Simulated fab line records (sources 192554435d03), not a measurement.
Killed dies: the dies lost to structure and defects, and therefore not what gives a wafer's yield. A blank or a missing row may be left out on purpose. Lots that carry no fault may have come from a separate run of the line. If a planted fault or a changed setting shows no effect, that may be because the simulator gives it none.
Problem report, 8D (eight disciplines) form, completed by code || flow n5_finfet || the parts of the form that need people (team, actions taken, sign-off) are left out

## 1. PROBLEM STATEMENT
oes_product_au at N5_DUMMY_GATE_ETCH_32 reads a mean of 1.279 a.u. on 4 wafers of 3 lots; wafers without a fault read 0.990 a.u. with a standard deviation of 0.021. That is +14 standard deviations from the usual mean.
The step: etches SiO2 in CF4, target depth 3.5 nm, time 3.9 s.
First observed at day 5 17:15: wafer L621.2, on rie_si-01. The record holds 18 wafers of 7 lots with a number at this step. By rule, "out" or "out of limits" means more than 4 standard deviations away from the usual mean. All remaining wafers that have a number are taken as sound.

## 2. WHAT IT IS; WHAT IT IS NOT
{"question": "which readings at this step", "is": "oes_product_au", "is not": "chamber_pressure_mTorr, drypump_motor_current_A, throttle_valve_pct"}
{"question": "which lots", "is": "L621, L623, L624", "is not": "L617, L619, L630, L631"}
{"question": "which wafers of those lots", "is": "L621.2, L623.2, L623.5, L624.5", "is not": "L621.6, L624.6"}
{"question": "read on which tools", "is": "rie_si-01", "is not": "rie_si-03, rie_si-05"}
{"question": "when", "is": "from day 5 17:15", "is not": "up to then (7 sound wafers); but 7 sound wafers of L624, L630, L631 came after"}

## 3. THE SUSPECTS, EACH WITH WHAT RULES IT OUT
Counting: a tool at a process step up to the reading stays a suspect if it ran every lot that is out. Sound lots after the first of them don't rule it out here, since some wafers of a struck lot are sound.
- rie_si-01 at N5_DUMMY_GATE_ETCH_32 (etches SiO2 in CF4, target depth 3.5 nm, time 3.9 s): kept. Every lot that is out went through it, the first being L621 (day 5 17:15); the last sound lot it ran before that was L617 (day 4 20:29). Its own readings are out on those wafers: oes_product_au.
After counting, what remains is rie_si-01 at N5_DUMMY_GATE_ETCH_32.

## 4. THE CAUSE (what the simulator had put in)
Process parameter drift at N5_DUMMY_GATE_ETCH_32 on rie_si-01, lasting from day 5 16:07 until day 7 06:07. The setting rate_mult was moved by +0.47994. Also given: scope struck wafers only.
This tool alone remained once counting was done.

## 5. SEQUENCE OF EFFECTS, ordered by route
Each row: a reading where the mean over the struck wafers with a number is more than 3 standard deviations away from the usual. Scope: only readings with a usual standard deviation given in the record; hours: median across lots of the time from each lot's start at the first step in this table that gives one to its start at this step; sigmas: change in usual standard deviations.
{"hours": 0, "step": "N5_DUMMY_GATE_ETCH_32", "reading": "oes_product_au", "usual": "0.990 a.u.", "on struck wafers": 1.279, "change": "+0.289", "sigmas": "+14"}
The process steps in it:
- N5_DUMMY_GATE_ETCH_32: etches SiO2 in CF4, target depth 3.5 nm, time 3.9 s.
Later steps that measure or inspect, where all struck wafers having a row at the step show a number for every such reading and not one has moved that far: N5_DUMMY_GATE_CD_MEAS_24.

## 6. WHAT WOULD HAVE CAUGHT IT SOONER
In this record the first reading out of limits was taken at day 5 17:15, 1 hour after the fault began at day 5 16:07.
